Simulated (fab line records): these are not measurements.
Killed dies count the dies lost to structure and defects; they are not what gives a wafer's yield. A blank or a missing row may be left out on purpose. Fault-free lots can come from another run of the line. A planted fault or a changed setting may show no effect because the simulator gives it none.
Which tool was responsible? -- flow n5 finfet -- Sampling: 14 lots, 41 wafers, 4 of 1938 route steps

== WHAT THE GAUGES READ, wafer by wafer ==
N5_BEOL_M12_THK_MEAS_50: measures by xrf. Usual: for M12_THK the level is 320 nm and the standard deviation is 6.6.
lot,measured,on,M12_THK (nm),flag
L682,day 11 19:06,film metro-02,317 316 313,
L683,day 12 14:54,film metro-02,321 317 321,
L687,day 13 13:11,film metro-02,318 331 333,
L689,day 13 14:15,film metro-02,318 326 322,
L693,day 14 09:39,film metro-02,328 316 327,
L695,day 15 03:18,film metro-01,326 327 327,
L694,day 15 06:29,film metro-02,325 324 319,
L698,day 15 19:52,film metro-01,324 314 320,
L699,day 15 22:16,film metro-02,325 320 324,
L697,day 16 12:32,film metro-02,329 317 320,
L702,day 16 15:41,film metro-01,315 318 322,
L700,day 16 18:25,film metro-01,325 316 316,
L701,day 17 00:42,film metro-01,310 313 311,
L703,day 17 05:16,film metro-01,315 315,

N5_BEOL_M13_OCD_MEAS_35. Usual: 413 nm for trench depth nm, sd 8.5.
lot,measured,on,trench depth nm (nm),flag
L682,day 11 21:31,ocd-02,402 402 403,
L683,day 12 17:13,ocd-01,406 407 411,
L687,day 13 15:31,ocd-01,- - -,OFF
L689,day 13 16:46,ocd-01,- - -,OFF
L693,day 14 12:24,ocd-01,403 399 405,
L695,day 15 05:33,ocd-02,406 406 410,
L694,day 15 10:05,ocd-01,408 419 410,
L698,day 15 22:52,ocd-02,430 414 416,
L699,day 16 00:50,ocd-02,424 409 412,
L697,day 16 15:04,ocd-02,405 425 417,
L702,day 16 18:19,ocd-01,414 414 413,
L700,day 16 20:47,ocd-02,408 420 409,
L701,day 17 03:05,ocd-02,408 422 412,
L703,day 17 08:04,ocd-01,418 411,

== EACH LOT AND THE TOOL THAT RAN IT (in order: tool; ch and the chambers of the sampled wafers; start) ==
lot,N5_BEOL_M13_DEVELOP_27,N5_BEOL_M13_ETCH_68
L682,"litho track-02 ch 0, day 11 20:41","rie diel-06 ch 0,2, day 11 21:07"
L683,"litho track-01 ch 0, day 12 16:22","rie diel-03 ch 0,2, day 12 16:49"
L687,"litho track-03, day 13 14:42","rie diel-03 ch 0,3, day 13 15:07"
L689,"litho track-02, day 13 15:59","rie diel-06 ch 1,2,3, day 13 16:22"
L693,"litho track-02 ch 0, day 14 11:32","rie diel-04 ch 0,1, day 14 12:01"
L695,"litho track-02 ch 0, day 15 04:46","rie diel-04 ch 0,3, day 15 05:09"
L694,"litho track-02 ch 0, day 15 09:01","rie diel-04 ch 0,2, day 15 09:41"
L698,"litho track-01 ch 0, day 15 22:01","rie diel-06 ch 1,2,3, day 15 22:28"
L699,"litho track-03 ch 0, day 16 00:00","rie diel-03 ch 0,1,3, day 16 00:26"
L697,"litho track-03 ch 0, day 16 14:16","rie diel-06 ch 0,2,3, day 16 14:40"
L702,"litho track-03 ch 0, day 16 17:32","rie diel-04 ch 1,3, day 16 17:55"
L700,"litho track-01 ch 0, day 16 20:01","rie diel-04 ch 0,2,3, day 16 20:23"
L701,"litho track-03 ch 0, day 17 02:18","rie diel-04 ch 0,2,3, day 17 02:41"
L703,"litho track-01 ch 0, day 17 07:06","rie diel-04 ch 1,3, day 17 07:40"
- N5_BEOL_M13_DEVELOP_27: develop time 45 s.
- N5_BEOL_M13_ETCH_68: etches SOC in N2/H2, time 355 s.

== WHAT THE TOOLS THEMSELVES READ (means of the sampled wafers that have a number; where no wafer has one, the mark that the record gives instead) ==
N5_BEOL_M13_DEVELOP_27. Usual: chill plate temp C 22.99 C, standard deviation 0.1; developer temp C 21.01 C, standard deviation 0.11.
lot,tool,chill plate temp C (C),developer temp C (C),flag
L682,litho track-02,22.93,20.90,
L683,litho track-01,23.00,21.15,
L687,litho track-03,-,-,OFF
L689,litho track-02,-,-,OFF
L693,litho track-02,23.07,21.02,
L695,litho track-02,23.04,21.13,
L694,litho track-02,23.06,21.04,
L698,litho track-01,22.85,20.96,
L699,litho track-03,22.96,21.00,
L697,litho track-03,23.00,20.96,
L702,litho track-03,23.01,20.97,
L700,litho track-01,22.78,21.03,
L701,litho track-03,23.03,20.85,
L703,litho track-01,23.09,20.99,

N5_BEOL_M13_ETCH_68. Usual: drypump motor current A 5.6 A, standard deviation 0.42; oes product au 0.81 a.u., standard deviation 0.089; rf vpp V 523.7 V, standard deviation 2.3; showerhead plenum p Torr 2.54 Torr, standard deviation 0.086; throttle valve pct 17.88 %, standard deviation 0.27.
lot,tool,drypump motor current A (A),oes product au (a.u.),rf vpp V (V),showerhead plenum p Torr (Torr),throttle valve pct (%),flag
L682,rie diel-06,5.5,0.75,522.7,2.46,17.64,
L683,rie diel-03,5.2,0.75,522.8,2.52,17.83,
L687,rie diel-03,5.5,0.75,522.8,2.56,18.13,
L689,rie diel-06,6.0,0.84,523.4,2.53,17.79,
L693,rie diel-04,5.7,0.68,522.4,2.52,18.10,
L695,rie diel-04,5.6,0.72,522.6,2.50,18.13,
L694,rie diel-04,5.8,0.75,525.1,2.59,18.22,
L698,rie diel-06,6.0,0.81,523.4,2.52,17.82,
L699,rie diel-03,5.6,0.77,524.9,2.60,18.11,
L697,rie diel-06,5.8,0.82,523.6,2.49,17.65,
L702,rie diel-04,5.1,0.85,521.6,2.47,17.70,
L700,rie diel-04,5.6,0.89,523.7,2.57,17.96,
L701,rie diel-04,5.6,0.88,524.4,2.57,17.97,
L703,rie diel-04,5.2,0.86,522.3,2.47,17.62,

== THE ANSWER, worked out from the rows above alone ==
Rule: take the mean of a lot's wafers that have a number; if it is more than 3 standard deviations from the usual mean, the lot is off. Also off: a lot with no number at a reading for which 4 or more lots have one. Where the step has rows for the other lots, those lots are counted as sound. Order of review: gauges by route order, followed by the tools' own readings, for which a lot's mean as printed above is used. The first step at which some lot is off is used, and at that step the reading that is off furthest; a lot without a number counts as furthest.
Off: L687, L689, at N5_BEOL_M13_OCD_MEAS_35 (trench depth nm). Without a number there: L687, L689.
If a tool, at a process step before that reading, ran all the lots that are off and no sound lot after the first of them, it fits. Not tried: the gauges at N5_BEOL_M13_OCD_MEAS_35; whatever is off there is also off at N5_BEOL_M13_DEVELOP_27, on other tools, and gauge error can't account for it. No candidate that was tried fits.

== WHAT THE SIMULATOR HAD PUT IN ==
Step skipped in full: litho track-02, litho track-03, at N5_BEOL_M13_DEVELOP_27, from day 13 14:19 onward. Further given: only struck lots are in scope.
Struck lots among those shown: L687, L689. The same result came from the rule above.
